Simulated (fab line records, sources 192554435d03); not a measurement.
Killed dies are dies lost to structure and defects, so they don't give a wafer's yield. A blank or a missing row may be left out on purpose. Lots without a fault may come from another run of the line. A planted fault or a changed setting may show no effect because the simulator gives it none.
Chamber matching | flow n5_finfet | N5_BEOL_M3_DESCUM_16 on rie_diel-03: 4 sister chambers
The step chemistry O2, time 7 s. 4 wafers are shown with their chamber, then 7 later ones without.

WAFERS WITH THEIR CHAMBER
wafer  | chamber | drypump_motor_current_A (A)
L091.5 | 0       | 6.7
L091.6 | 1       | 5.9
L092.3 | 3       | 5.4
L092.5 | 2       | 5.3

WAFERS WITHOUT THEIR CHAMBER
wafer  | drypump_motor_current_A (A)
L092.6 | 5.4
L093.2 | 5.9
L093.4 | 5.3
L093.6 | 5.3
L096.1 | 6.6
L096.2 | 5.4
L096.6 | 5.3

WHICH CHAMBER EACH WENT THROUGH
wafer  | from the rows above | in truth
L092.6 | 3                   | 3
L093.2 | 1                   | 1
L093.4 | 2                   | 2
L093.6 | 2                   | 2
L096.1 | 0                   | 0
L096.2 | 3                   | 3
L096.6 | 2                   | 2
Placed correctly: 7 of 7. Can't be placed from these rows: 0. Placed wrongly: 0.
How it was worked out, from the rows above alone: a wafer's distance from a chamber is the root of the sum, over the readings, of the square of ((its reading less the chamber's mean) divided by the reading's scatter). The wafer belongs to the nearest chamber; if the next one is less than 2 further off, it can't be placed. A chamber's mean is the mean of its shown wafers. The scatter: with one shown wafer a chamber, the root of the mean of the squares of how far each hidden wafer lies from its nearest shown one.
